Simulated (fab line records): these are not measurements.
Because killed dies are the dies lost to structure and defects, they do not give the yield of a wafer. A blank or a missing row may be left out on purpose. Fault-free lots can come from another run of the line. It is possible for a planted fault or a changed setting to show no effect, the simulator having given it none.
fab line records + flow n5_finfet
record:
- lots: 6
- wafers: 18
- last_day: 17
route steps=1938 shown BEOL_M8@1358 PASSIVATION@1936
lots untouched by any fault: they come from a run of this same line in which no faults occurred
start_h: hours from the record's opening day to when the first of the lot's shown wafers began + wait_h: hours elapsed since this lot's preceding step + " as in the row above + L1.1+2: a single row standing in for several wafers + - no value, or no start was given + * or withheld: withheld + < > ~ a bound
route shown NAME@n: a module of which the file shows steps, and the number in the route of the first + usual: mean/standard deviation of fault-free wafers + same: alike in all rows + chamber/n: place in a boat + sites: readings site by site + _std_site: the values' standard deviation + _edge_site: the outer-site mean with the inner-site mean subtracted + radius_mm: for every site, how far away it sits from the centre of the wafer + mask NAME#n: copy n + behind: the tool/chamber that last shaped the wafer + hold: reason for holding the lot/hours on hold/outcome of the hold + device: the transistor (n, p or np) that didn't switch + end of line: at the end of the route, the tests of the same wafers + a step with no rows: only its recipe + killed: at the first sort, the dies lost to defects and structure; wafer yield is something else + map: a wafer's dies, x killed, . not, _ none there
set.NAME: the setting the step ran with; set.NAME@STEP: the setting that earlier step ran with + model.NAME: the simulator's own value behind a step, which no gauge read
lots at selected steps of the route; one table per step, one row per wafer
services: when a tool's chamber went out of use (start_h, in hours from the record's first day, below 0 if earlier), for how many hours, and the reason
== steps ==
step: N5_BEOL_M8_COAT_71
recipe:
- resist: underlayer
- temp_c: 205
- time_s: 60
- spin_rpm: 1500
- resist_thk_nm: 5
step: N5_BEOL_M8_COAT_22
recipe:
- resist: CAR-EUV
- spin_rpm: 1500
- resist_thk_nm: 30
step: N5_BEOL_M8_EBR_24
recipe:
- solvent: PGMEA
- ebr_width_mm: 1.5
step: N5_BEOL_M8_SOFTBAKE_23
recipe:
- temp_c: 110
- time_s: 60
- resist: CAR-EUV
step: N5_BEOL_M8_EXPOSE_25
recipe:
- mask_id: V7
- na: 0.33
- source_shape: annular
- sigma_inner: 0.4
- sigma_outer: 0.8
- polarization: unpolarized
- target_cd_nm: 40
- dose_mj: 42.5
step: N5_BEOL_M8_PEB_26
recipe:
- peb_temp_c: 100
- peb_time_s: 60
- resist: CAR-EUV
step: N5_BEOL_M8_DEVELOP_27
recipe:
- develop_time_s: 30
- developer: TMAH
- resist: CAR-EUV
- rinse_liquid: surfactant_rinse
- dry: air_spin
- dev_temp_c: 23
step: N5_BEOL_M8_CD_MEAS_28
recipe:
- target_cd_nm: 40
- landing_energy_ev: 500
- detector: se_inlens
usual:
- cd_nm: 39.98/0.21
| lot.wafer | tool      | chamber | start_h | wait_h | cd_nm |
|-----------|-----------|---------|---------|--------|-------|
| L233.1    | cd_sem-02 | 0       | 195.97  | -      | 40.25 |
| L233.2    | "         | 0       | "       | "      | 40.73 |
| L233.3    | "         | 0       | "       | "      | 40.41 |
| L235.1    | cd_sem-01 | 0       | 212.51  | -      | 40.14 |
| L235.3    | "         | 0       | "       | "      | 39.87 |
| L235.5    | "         | 0       | "       | "      | 40.23 |
| L245.1    | cd_sem-03 | 0       | 296.13  | -      | 39.75 |
| L245.2    | "         | 0       | "       | "      | 39.88 |
| L245.3    | "         | 0       | "       | "      | 39.89 |
| L247.3    | cd_sem-03 | 0       | 310.16  | -      | 39.99 |
| L247.4    | "         | 0       | "       | "      | 39.95 |
| L247.5    | "         | 0       | "       | "      | 40.14 |
| L248.2    | cd_sem-03 | 0       | 318.11  | -      | 40.20 |
| L248.4    | "         | 0       | "       | "      | 39.95 |
| L248.6    | "         | 0       | "       | "      | 39.87 |
| L249.1    | cd_sem-02 | 0       | 320.93  | -      | 39.73 |
| L249.5    | "         | 0       | "       | "      | 39.62 |
| L249.6    | "         | 0       | "       | "      | 39.65 |
step: N5_BEOL_M8_OVL_MEAS_29
recipe:
- points_per_wafer: 522
usual:
- V7_OVL: 0.0/0.62
| lot.wafer | tool       | chamber | start_h | wait_h | V7_OVL[nm] |
|-----------|------------|---------|---------|--------|------------|
| L233.1    | overlay-02 | 0       | 196.00  | 0.0    | 0.5        |
| L233.2    | "          | 0       | "       | "      | 1.4        |
| L233.3    | "          | 0       | "       | "      | 0.2        |
| L235.1    | overlay-02 | 0       | 212.54  | 0.0    | 0.7        |
| L235.3    | "          | 0       | "       | "      | 1.0        |
| L235.5    | "          | 0       | "       | "      | 0.4        |
| L245.1    | overlay-02 | 0       | 296.16  | 0.0    | -0.3       |
| L245.2    | "          | 0       | "       | "      | 0.2        |
| L245.3    | "          | 0       | "       | "      | -0.7       |
| L247.3    | overlay-02 | 0       | 310.20  | 0.0    | -0.2       |
| L247.4    | "          | 0       | "       | "      | 0.6        |
| L247.5    | "          | 0       | "       | "      | -0.2       |
| L248.2    | overlay-02 | 0       | 318.14  | 0.0    | -0.5       |
| L248.4    | "          | 0       | "       | "      | -0.9       |
| L248.6    | "          | 0       | "       | "      | -1.1       |
| L249.1    | overlay-02 | 0       | 320.96  | 0.0    | 0.6        |
| L249.5    | "          | 0       | "       | "      | -0.4       |
| L249.6    | "          | 0       | "       | "      | -0.8       |
step: N5_BEOL_M8_INSPECT_30
recipe:
- mode: adi
- inspect_instrument: brightfield
usual:
- raw_defect_count: 410/91
| lot.wafer | tool              | chamber | start_h | wait_h | raw_defect_count |
|-----------|-------------------|---------|---------|--------|------------------|
| L233.1    | defect_inspect-01 | -       | 196.06  | 0.1    | 404              |
| L233.2    | "                 | -       | "       | "      | 429              |
| L233.3    | "                 | -       | "       | "      | 371              |
| L235.1    | defect_inspect-02 | -       | 212.60  | 0.1    | 343              |
| L235.3    | "                 | -       | "       | "      | 381              |
| L235.5    | "                 | -       | "       | "      | 433              |
| L245.1    | defect_inspect-01 | -       | 296.22  | 0.1    | 367              |
| L245.2    | "                 | -       | "       | "      | 381              |
| L245.3    | "                 | -       | "       | "      | 358              |
| L247.3    | defect_inspect-01 | -       | 310.25  | 0.0    | 698              |
| L247.4    | "                 | -       | "       | "      | 451              |
| L247.5    | "                 | -       | "       | "      | 505              |
| L248.2    | defect_inspect-02 | -       | 318.19  | 0.0    | 501              |
| L248.4    | "                 | -       | "       | "      | 299              |
| L248.6    | "                 | -       | "       | "      | 480              |
| L249.1    | defect_inspect-01 | -       | 321.01  | 0.1    | 485              |
| L249.5    | "                 | -       | "       | "      | 336              |
| L249.6    | "                 | -       | "       | "      | 398              |
step: N5_BEOL_M8_DESCUM_33
recipe:
- chemistry: O2
- time_s: 7
- source_power_w: 50
- bias_power_w: 20
- pressure_mtorr: 20
- rf_frequency_hz: 2.712e+07
- temp_c: 40
- resist: CAR-EUV
- o2_flow_sccm: 225
usual:
- drypump_motor_current_A: 5.4/0.4
- oes_product_au: 0.78/0.096
- rf_vpp_V: 243.5/1.1
- showerhead_plenum_p_Torr: 2.12/0.057
- throttle_valve_pct: 20.39/0.24
| lot.wafer | tool        | chamber | start_h | wait_h | drypump_motor_current_A | oes_product_au | rf_hours_counter_h | rf_vpp_V | showerhead_plenum_p_Torr | throttle_valve_pct |
|-----------|-------------|---------|---------|--------|-------------------------|----------------|--------------------|----------|--------------------------|--------------------|
| L233.1    | rie_diel-02 | 3       | 196.15  | 0.1    | 5.9                     | 0.75           | 142                | 242.9    | 2.10                     | 20.56              |
| L233.2    | "           | 0       | "       | "      | 5.2                     | 0.89           | 36                 | 244.7    | 2.23                     | 20.41              |
| L233.3    | "           | 2       | "       | "      | 5.4                     | 0.70           | 224                | 243.5    | 2.18                     | 20.69              |
| L235.1    | rie_diel-01 | 3       | 212.63  | 0.0    | 5.2                     | 0.72           | 229                | 241.8    | 2.07                     | 20.37              |
| L235.3    | "           | 1       | "       | "      | 6.1                     | 0.80           | 100                | 242.3    | 2.10                     | 20.33              |
| L235.5    | "           | 3       | "       | "      | 5.2                     | 0.71           | -                  | 242.0    | 2.07                     | 20.37              |
| L245.1    | rie_diel-01 | 0       | 296.26  | 0.0    | 5.6                     | 0.96           | 16                 | 243.7    | 2.14                     | 19.84              |
| L245.2    | "           | 3       | "       | "      | 5.2                     | 0.96           | 4                  | 243.2    | 2.06                     | 19.98              |
| L245.3    | "           | 2       | "       | "      | 4.8                     | 0.70           | 237                | 243.8    | 2.05                     | 20.47              |
| L247.3    | rie_diel-01 | 0       | 310.28  | 0.0    | 5.5                     | 0.95           | 20                 | 245.1    | 2.14                     | 19.86              |
| L247.4    | "           | 1       | "       | "      | 6.1                     | 0.76           | 134                | 242.0    | 2.09                     | 20.39              |
| L247.5    | "           | 3       | "       | "      | 5.2                     | 0.94           | -                  | 243.9    | 2.06                     | 20.00              |
| L248.2    | rie_diel-06 | 3       | 318.46  | 0.3    | 5.6                     | 0.86           | 70                 | 241.3    | 2.03                     | 20.47              |
| L248.4    | "           | 1       | "       | "      | 5.6                     | 0.69           | 249                | 244.4    | 2.17                     | 20.49              |
| L248.6    | "           | 2       | "       | "      | 4.9                     | 0.70           | -                  | 244.5    | 2.15                     | 20.24              |
| L249.1    | rie_diel-02 | 2       | 321.05  | 0.0    | 5.4                     | 0.95           | 17                 | 244.0    | 2.16                     | 20.39              |
| L249.5    | "           | 3       | "       | "      | 5.9                     | 0.71           | -                  | 243.8    | 2.08                     | 20.65              |
| L249.6    | "           | 2       | "       | "      | 5.4                     | 0.95           | -                  | 243.1    | 2.16                     | 20.38              |
step: N5_BEOL_M8_ETCH_72
recipe:
- chemistry: N2/H2
- target: underlayer
- target_depth_a: 65
- mask_material: CAR-EUV
- time_s: 5.2
- ion_energy_ev: 200
- pressure_mtorr: 30
- source_w: 840
- bias_w: 150
- n2_flow_sccm: 200
- h2_flow_sccm: 200
- ends: cleared
usual:
- drypump_motor_current_A: 5.4/0.4
- etch_rf_on_time_s: 5.14/0.13
- oes_product_au: 0.66/0.082
- rf_fwd_power_W: 819.8/2.5
- rf_vpp_V: 524.6/2
- showerhead_plenum_p_Torr: 2.57/0.064
- throttle_valve_pct: 17.86/0.25
| lot.wafer | tool        | chamber | start_h | wait_h | drypump_motor_current_A | etch_rf_on_time_s | oes_product_au | rf_fwd_power_W | rf_hours_counter_h | rf_vpp_V | showerhead_plenum_p_Torr | throttle_valve_pct |
|-----------|-------------|---------|---------|--------|-------------------------|-------------------|----------------|----------------|--------------------|----------|--------------------------|--------------------|
| L233.1    | rie_diel-02 | 3       | 196.19  | 0.0    | 5.8                     | 5.20              | 0.63           | 820.4          | 142                | 526.9    | 2.54                     | 17.91              |
| L233.2    | "           | 0       | "       | "      | 5.2                     | 5.28              | 0.77           | 821.8          | 36                 | 528.6    | 2.71                     | 17.87              |
| L233.3    | "           | 2       | "       | "      | 5.5                     | 5.10              | 0.60           | 819.1          | 224                | 526.4    | 2.61                     | 17.93              |
| L235.1    | rie_diel-01 | 3       | 212.67  | 0.0    | 5.2                     | 5.37              | 0.59           | 821.9          | 229                | 522.1    | 2.51                     | 17.85              |
| L235.3    | "           | 1       | "       | "      | 6.1                     | 5.06              | 0.68           | 822.4          | 100                | 524.8    | 2.56                     | 17.83              |
| L235.5    | "           | 3       | "       | "      | 5.2                     | 5.44              | 0.59           | 821.4          | -                  | 521.5    | 2.51                     | 17.86              |
| L245.1    | rie_diel-01 | 0       | 296.29  | 0.0    | 5.6                     | 5.13              | 0.79           | 819.5          | 16                 | 526.2    | 2.61                     | 17.41              |
| L245.2    | "           | 3       | "       | "      | 5.2                     | 5.24              | 0.81           | 816.9          | 4                  | 523.7    | 2.50                     | 17.44              |
| L245.3    | "           | 2       | "       | "      | 4.8                     | 5.11              | 0.60           | 814.2          | 237                | 525.1    | 2.51                     | 17.98              |
| L247.3    | rie_diel-01 | 0       | 310.31  | 0.0    | 5.6                     | 5.09              | 0.81           | 817.5          | 20                 | 526.2    | 2.60                     | 17.40              |
| L247.4    | "           | 1       | "       | "      | 6.1                     | 5.04              | 0.65           | 824.1          | 134                | 524.1    | 2.55                     | 17.92              |
| L247.5    | "           | 3       | "       | "      | 5.3                     | 5.27              | 0.79           | 823.7          | -                  | 522.8    | 2.50                     | 17.45              |
| L248.2    | rie_diel-06 | 3       | 318.49  | 0.0    | 5.6                     | 4.89              | 0.75           | 818.0          | 70                 | 522.0    | 2.46                     | 17.93              |
| L248.4    | "           | 1       | "       | "      | 5.6                     | 5.11              | 0.59           | 817.5          | 249                | 525.4    | 2.59                     | 17.67              |
| L248.6    | "           | 2       | "       | "      | 5.0                     | 5.13              | 0.60           | 821.4          | -                  | 522.9    | 2.61                     | 17.76              |
| L249.1    | rie_diel-02 | 2       | 321.08  | 0.0    | 5.5                     | 4.98              | 0.83           | 821.7          | 17                 | 522.8    | 2.59                     | 17.52              |
| L249.5    | "           | 3       | "       | "      | 5.8                     | 5.19              | 0.60           | 820.0          | -                  | 522.9    | 2.52                     | 17.98              |
| L249.6    | "           | 2       | "       | "      | 5.4                     | 4.94              | 0.84           | 820.1          | -                  | 526.1    | 2.59                     | 17.57              |
step: N5_BEOL_M8_ETCH_65
recipe:
- chemistry: CF4
- target: SiARC
- target_depth_a: 156
- mask_material: CAR-EUV
- time_s: 26
- ion_energy_ev: 80
- pressure_mtorr: 40
- source_w: 545
- bias_w: 36
- Ar_flow_sccm: 100
- cf4_flow_sccm: 100
- ends: cleared
usual:
- drypump_motor_current_A: 5.4/0.4
- etch_rf_on_time_s: 25.8/0.58
- oes_product_au: 0.66/0.081
- rf_fwd_power_W: 532.0/2
- rf_vpp_V: 184.4/0.93
- showerhead_plenum_p_Torr: 2.17/0.052
- throttle_valve_pct: 15.61/0.23
| lot.wafer | tool        | chamber | start_h | wait_h | drypump_motor_current_A | etch_rf_on_time_s | oes_product_au | rf_fwd_power_W | rf_hours_counter_h | rf_vpp_V | showerhead_plenum_p_Torr | throttle_valve_pct |
|-----------|-------------|---------|---------|--------|-------------------------|-------------------|----------------|----------------|--------------------|----------|--------------------------|--------------------|
| L233.1    | rie_diel-02 | 3       | 196.20  | 0.0    | 5.9                     | 25.5              | 0.64           | 531.4          | 142                | 185.0    | 2.14                     | 15.75              |
| L233.2    | "           | 0       | "       | "      | 5.2                     | 26.0              | 0.77           | 529.6          | 36                 | 184.4    | 2.27                     | 15.57              |
| L233.3    | "           | 2       | "       | "      | 5.4                     | 25.6              | 0.60           | 532.9          | 224                | 183.6    | 2.21                     | 15.80              |
| L235.1    | rie_diel-01 | 3       | 212.69  | 0.0    | 5.2                     | 26.7              | 0.60           | 535.3          | 229                | 185.7    | 2.12                     | 15.62              |
| L235.3    | "           | 1       | "       | "      | 6.1                     | 25.0              | 0.69           | 530.6          | 100                | 184.7    | 2.15                     | 15.54              |
| L235.5    | "           | 3       | "       | "      | 5.2                     | 26.6              | 0.60           | 535.9          | -                  | 183.6    | 2.12                     | 15.62              |
| L245.1    | rie_diel-01 | 0       | 296.31  | 0.0    | 5.6                     | 25.4              | 0.81           | 531.2          | 16                 | 183.6    | 2.20                     | 15.13              |
| L245.2    | "           | 3       | "       | "      | 5.3                     | 34.2              | 0.71           | 405.5          | 4                  | 201.0    | 2.11                     | 15.14              |
| L245.3    | "           | 2       | "       | "      | 4.8                     | 25.7              | 0.60           | 531.4          | 237                | 181.9    | 2.12                     | 15.78              |
| L247.3    | rie_diel-01 | 0       | 310.33  | 0.0    | 5.6                     | 25.6              | 0.80           | 529.6          | 20                 | 185.6    | 2.20                     | 15.11              |
| L247.4    | "           | 1       | "       | "      | 6.2                     | 25.3              | 0.66           | 531.9          | 134                | 184.6    | 2.14                     | 15.61              |
| L247.5    | "           | 3       | "       | "      | 5.2                     | 33.5              | 0.70           | 404.2          | -                  | 203.5    | 2.11                     | 15.16              |
| L248.2    | rie_diel-06 | 3       | 318.51  | 0.0    | 5.6                     | 24.8              | 0.74           | 531.7          | 70                 | 183.7    | 2.08                     | 15.66              |
| L248.4    | "           | 1       | "       | "      | 5.6                     | 25.7              | 0.59           | 531.7          | 249                | 185.7    | 2.20                     | 15.65              |
| L248.6    | "           | 2       | "       | "      | 4.9                     | 26.1              | 0.59           | 534.0          | -                  | 184.6    | 2.20                     | 15.51              |
| L249.1    | rie_diel-02 | 2       | 321.10  | 0.0    | 5.4                     | 24.5              | 0.84           | 535.0          | 17                 | 184.4    | 2.20                     | 15.40              |
| L249.5    | "           | 3       | "       | "      | 5.9                     | 25.7              | 0.60           | 533.1          | -                  | 185.1    | 2.12                     | 15.83              |
| L249.6    | "           | 2       | "       | "      | 5.4                     | 24.6              | 0.83           | 534.3          | -                  | 183.6    | 2.20                     | 15.42              |
step: N5_BEOL_M8_ETCH_66
recipe:
- chemistry: N2/H2
- target: SOC
- target_depth_a: 800
- overetch_a: 160
- mask_material: SiARC
- temp_c: 40
- time_s: 120
- ion_energy_ev: 200
- pressure_mtorr: 30
- source_w: 840
- bias_w: 150
- n2_flow_sccm: 200
- h2_flow_sccm: 200
usual:
- drypump_motor_current_A: 5.4/0.4
- oes_product_au: 0.59/0.069
- rf_fwd_power_W: 835.8/2.5
- rf_vpp_V: 524.8/2
- showerhead_plenum_p_Torr: 2.57/0.064
- throttle_valve_pct: 17.82/0.25
| lot.wafer | tool        | chamber | start_h | wait_h | drypump_motor_current_A | oes_product_au | rf_fwd_power_W | rf_hours_counter_h | rf_vpp_V | showerhead_plenum_p_Torr | throttle_valve_pct |
|-----------|-------------|---------|---------|--------|-------------------------|----------------|----------------|--------------------|----------|--------------------------|--------------------|
| L233.1    | rie_diel-02 | 3       | 196.23  | 0.0    | 5.8                     | 0.56           | 836.4          | 142                | 525.5    | 2.54                     | 17.88              |
| L233.2    | "           | 0       | "       | "      | 5.2                     | 0.68           | 838.7          | 36                 | 529.4    | 2.71                     | 17.85              |
| L233.3    | "           | 2       | "       | "      | 5.4                     | 0.53           | 839.6          | 224                | 527.0    | 2.61                     | 17.87              |
| L235.1    | rie_diel-01 | 3       | 212.71  | 0.0    | 5.2                     | 0.55           | 834.3          | 229                | 522.7    | 2.51                     | 17.83              |
| L235.3    | "           | 1       | "       | "      | 6.1                     | 0.60           | 836.4          | 100                | 523.7    | 2.56                     | 17.81              |
| L235.5    | "           | 3       | "       | "      | 5.2                     | 0.55           | 832.1          | -                  | 522.5    | 2.51                     | 17.82              |
| L245.1    | rie_diel-01 | 0       | 296.33  | 0.0    | 5.6                     | 0.71           | 833.8          | 16                 | 525.7    | 2.61                     | 17.34              |
| L245.2    | "           | 3       | "       | "      | 5.2                     | 0.73           | 836.5          | 4                  | 523.1    | 2.50                     | 17.41              |
| L245.3    | "           | 2       | "       | "      | 4.8                     | 0.53           | 832.3          | 237                | 520.8    | 2.51                     | 17.96              |
| L247.3    | rie_diel-01 | 0       | 310.36  | 0.0    | 5.6                     | 0.71           | 835.9          | 21                 | 527.5    | 2.60                     | 17.36              |
| L247.4    | "           | 1       | "       | "      | 6.1                     | 0.57           | 834.3          | 134                | 525.4    | 2.55                     | 17.87              |
| L247.5    | "           | 3       | "       | "      | 5.2                     | 0.71           | 838.2          | -                  | 523.6    | 2.50                     | 17.42              |
| L248.2    | rie_diel-06 | 3       | 318.53  | 0.0    | 5.7                     | 0.65           | 832.9          | 70                 | 521.5    | 2.46                     | 17.86              |
| L248.4    | "           | 1       | "       | "      | 5.6                     | 0.53           | 837.2          | 249                | 524.8    | 2.59                     | 17.62              |
| L248.6    | "           | 2       | "       | "      | 4.9                     | 0.53           | 836.2          | -                  | 525.0    | 2.61                     | 17.72              |
| L249.1    | rie_diel-02 | 2       | 321.13  | 0.0    | 5.5                     | 0.72           | 836.8          | 17                 | 525.8    | 2.59                     | 17.51              |
| L249.5    | "           | 3       | "       | "      | 5.9                     | 0.54           | 837.2          | -                  | 524.1    | 2.52                     | 17.95              |
| L249.6    | "           | 2       | "       | "      | 5.4                     | 0.72           | 837.9          | -                  | 527.3    | 2.59                     | 17.51              |
step: N5_PASSIVATION_PROBE_49
usual:
- defect_limited_yield: 91.3/1.5
- killed_at_M0_to_M3: 34/10
- killed_at_M4_up: 13/4.9
- killed_at_contacts: 13/6.1
- killed_at_front_end: 39/13
- killed_at_other: 4.1/2.7
- killed_dies: 103/18
- killed_open: 68/13
- killed_short: 32/7.6
- sort_bin_5_function: 5.2/1
- sort_bin_6_memory: 3.2/0.75
- sort_n_pass: 1077/18
- sort_yield_pct: 91.3/1.5
same:
- gross_dies: 1180
- killed_at_back_side: 0
- sort_bin_4_leakage[%]: 0
- sort_bin_8_speed[%]: 0
| lot.wafer | tool      | chamber | start_h | wait_h | defect_limited_yield[%] | killed_at_M0_to_M3 | killed_at_M4_up | killed_at_contacts | killed_at_front_end | killed_at_other | killed_dies | killed_open | killed_short | sort_bin_5_function[%] | sort_bin_6_memory[%] | sort_n_pass | sort_yield_pct[%] |
|-----------|-----------|---------|---------|--------|-------------------------|--------------------|-----------------|--------------------|---------------------|-----------------|-------------|-------------|--------------|------------------------|----------------------|-------------|-------------------|
| L245.1    | prober-01 | -       | 360.59  | 0.7    | 91.6                    | 16                 | 16              | 22                 | 43                  | 2               | 99          | 66          | 29           | 5.4                    | 2.6                  | 1081        | 91.6              |
| L245.2    | prober-01 | -       | 360.64  | 0.8    | 90.6                    | 33                 | 14              | 23                 | 40                  | 1               | 111         | 72          | 33           | 5.0                    | 4.0                  | 1069        | 90.6              |
| L245.3    | prober-01 | -       | 360.69  | 0.8    | 90.8                    | 29                 | 12              | 27                 | 37                  | 3               | 108         | 70          | 33           | 6.2                    | 2.4                  | 1072        | 90.8              |
killed by level:class
L245.1 MOL_CONTACT_COAG:geometric_particle:open=19 FIN_SAQP:geometric_particle:open=17 FIN_SAQP:geometric_particle:short=8 DUMMY_GATE:geometric_particle:open=5 BEOL_M0_SAQP:geometric_particle:short=4 BEOL_M4:geometric_particle:open=4 BEOL_M10:coat_microbubble_printed=3 MOL_CONTACT_COAG:geometric_particle:short=3
L245.2 MOL_CONTACT_COAG:geometric_particle:open=14 BEOL_M3:geometric_particle:open=13 FIN_SAQP:geometric_particle:short=12 FIN_SAQP:geometric_particle:open=10 MOL_CONTACT_COAG:geometric_particle:short=8 DUMMY_GATE:geometric_particle:open=6 BEOL_M4:geometric_particle:open=6 BEOL_M0_SAQP:geometric_particle:open=5
L245.3 MOL_CONTACT_COAG:geometric_particle:open=23 FIN_SAQP:geometric_particle:short=11 FIN_SAQP:geometric_particle:open=11 BEOL_M3:geometric_particle:open=6 BEOL_M0_SAQP:geometric_particle:open=5 BEOL_M1:geometric_particle:open=5 DUMMY_GATE:geometric_particle:open=4 MOL_CONTACT_COAG:geometric_particle:short=4
== services ==
| tool        | chamber | start_h | hours | kind                          |
|-------------|---------|---------|-------|-------------------------------|
| rie_diel-01 | 1       | 191.40  | 6.2   | repair                        |
| rie_diel-06 | 2       | 200.16  | 11.6  | repair                        |
| rie_diel-01 | 0       | 226.58  | -     | clean                         |
| rie_diel-01 | 0       | 226.58  | -     | consumable_replace:focus_ring |
| rie_diel-01 | 0       | 226.58  | 21.1  | scheduled_down                |
| rie_diel-01 | 0       | 226.58  | 21.1  | vent_cycle                    |
| rie_diel-06 | 1       | 236.41  | 28.9  | repair                        |
| rie_diel-01 | -       | 239.89  | 2.8   | pm                            |
| rie_diel-02 | 2       | 264.71  | -     | clean                         |
| rie_diel-02 | 2       | 264.71  | -     | consumable_replace:focus_ring |
| rie_diel-02 | 2       | 264.71  | 13.3  | scheduled_down                |
| rie_diel-02 | 2       | 264.71  | 13.3  | vent_cycle                    |
| rie_diel-01 | 3       | 270.90  | -     | clean                         |
| rie_diel-01 | 3       | 270.90  | -     | consumable_replace:focus_ring |
| rie_diel-01 | 3       | 270.90  | 12.4  | scheduled_down                |
| rie_diel-01 | 3       | 270.90  | 12.4  | vent_cycle                    |
| rie_diel-06 | -       | 275.56  | 1.1   | repair                        |
| rie_diel-06 | 2       | 292.86  | 4.8   | repair                        |
| rie_diel-02 | 1       | 313.80  | 7.5   | repair                        |
| rie_diel-06 | 1       | 320.30  | -     | clean                         |
| rie_diel-06 | 1       | 320.30  | -     | consumable_replace:focus_ring |
| rie_diel-06 | 1       | 320.30  | 18.7  | scheduled_down                |
| rie_diel-06 | 1       | 320.30  | 18.7  | vent_cycle                    |
== key ==
first_sign:
- step: N5_BEOL_M8_ETCH_65
- reading: rf_fwd_power_W
- direction: down
- sigmas: 65
- usual: *
- struck: *
effect:
- step: N5_BEOL_M8_ETCH_65
- reading: rf_vpp_V
- direction: up
- sigmas: 19
- usual: 184.4
- struck: 202.3
met_at N5_BEOL_M8_ETCH_65
struck_wafers L245.2,L247.5
onset_between 212.69 296.31
fault:
- kind: process_parameter_drift
- tool: rie_diel-01
- chamber: 3
- onset_h: 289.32
- steps: N5_BEOL_M8_ETCH_65
- channel: source_w
- offset: -130.8
- shape: step
- end_h: 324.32
- acts_in: these_recipes_only
- stated: 545
